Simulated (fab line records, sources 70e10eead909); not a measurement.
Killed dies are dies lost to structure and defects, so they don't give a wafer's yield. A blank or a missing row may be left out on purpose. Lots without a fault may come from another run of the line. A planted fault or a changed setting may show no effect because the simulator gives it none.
Chamber matching | flow nand_harc | NHARC_A_STAIRCASE_DEP_322 on pecvd-01: 3 sister chambers
The step deposits SiO2, target thk 7200 nm. 6 wafers are shown with their chamber, then 7 later ones without.

WAFERS WITH THEIR CHAMBER
wafer  | chamber | heater_power_w (W)
L074.3 | 2       | 668
L080.5 | 2       | 557
L084.1 | 0       | 911
L084.5 | 1       | 630
L087.2 | 1       | 727
L087.4 | 0       | 778

WAFERS WITHOUT THEIR CHAMBER
wafer  | heater_power_w (W)
L087.5 | 522
L092.1 | 637
L092.3 | 892
L092.6 | 625
L093.3 | 732
L093.5 | 639
L093.6 | 524

WHICH CHAMBER EACH WENT THROUGH
wafer  | from the rows above          | in truth
L087.5 | can't be placed: 2 or 1      | 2
L092.1 | can't be placed: 2 or 1      | 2
L092.3 | 0                            | 0
L092.6 | can't be placed: 2 or 1      | 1
L093.3 | can't be placed: 1 or 0 or 2 | 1
L093.5 | can't be placed: 2 or 1      | 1
L093.6 | can't be placed: 2 or 1      | 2
Placed correctly: 1 of 7. Can't be placed from these rows: 6 (the true chamber is among the candidates in 6). Placed wrongly: 0.
How it was worked out, from the rows above alone: a wafer's distance from a chamber is the root of the sum, over the readings, of the square of ((its reading less the chamber's mean) divided by the reading's scatter). The wafer belongs to the nearest chamber; if the next one is less than 2 further off, it can't be placed. A chamber's mean is the mean of its shown wafers. The scatter: the root of (the sum of the squares of (reading less its chamber's mean) over the shown wafers, divided by (wafers less chambers)).
